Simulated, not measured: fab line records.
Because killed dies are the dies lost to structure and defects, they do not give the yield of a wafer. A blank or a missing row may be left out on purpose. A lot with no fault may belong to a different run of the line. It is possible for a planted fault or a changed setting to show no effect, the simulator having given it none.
Matching of chambers | flow nandHarc | aldMetal-02 running NHARC_A_CONTACT_ALD_18: 4 sister chambers
The step deposits TiN, target thk 3 nm, pulse time 1 s, ald cycles 150. 7 wafers are shown with their chamber, then 7 later ones without.

EACH WAFER AND ITS CHAMBER
wafer  | chamber | heaterPowerW (W) | precursorPulseHeightRel
L586.2 | 0       | 922              | 1.012
L588.5 | 2       | 1285             | 1.018
L590.4 | 1       | 1336             | 1.032
L590.5 | 2       | 1292             | 0.987
L590.6 | 3       | 1090             | 1.020
L596.1 | 1       | 1312             | 1.024
L596.2 | 3       | 1123             | 1.011

WAFERS WITH NO CHAMBER GIVEN
wafer  | heaterPowerW (W) | precursorPulseHeightRel
L596.5 | 1204             | 0.997
L598.1 | 920              | 1.013
L598.5 | 1272             | 1.011
L598.6 | 1295             | 0.992
L607.2 | 1317             | 0.973
L607.5 | 1314             | 0.996
L607.6 | 939              | 0.978

CHAMBER TAKEN BY EACH
wafer  | from the rows above     | in truth
L596.5 | can't be placed: 2 or 3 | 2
L598.1 | 0                       | 0
L598.5 | 2                       | 2
L598.6 | 2                       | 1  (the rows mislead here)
L607.2 | can't be placed: 2 or 1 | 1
L607.5 | can't be placed: 2 or 1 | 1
L607.6 | 0                       | 0
Correct placement for 3 of the 7. Not placeable from these rows: 3 (in 3, the candidates include the true chamber). 1 placed wrongly.
How it was worked out, from the rows above alone: a wafer's distance from a chamber is the root of the sum, over the readings, of the square of ((its reading less the chamber's mean) divided by the reading's scatter). The wafer belongs to the nearest chamber; if the next one is less than 2 further off, it can't be placed. The mean given for a chamber averages the wafers shown for that chamber. The scatter: the root of (the sum of the squares of (reading less its chamber's mean) over the shown wafers, divided by (wafers less chambers)).
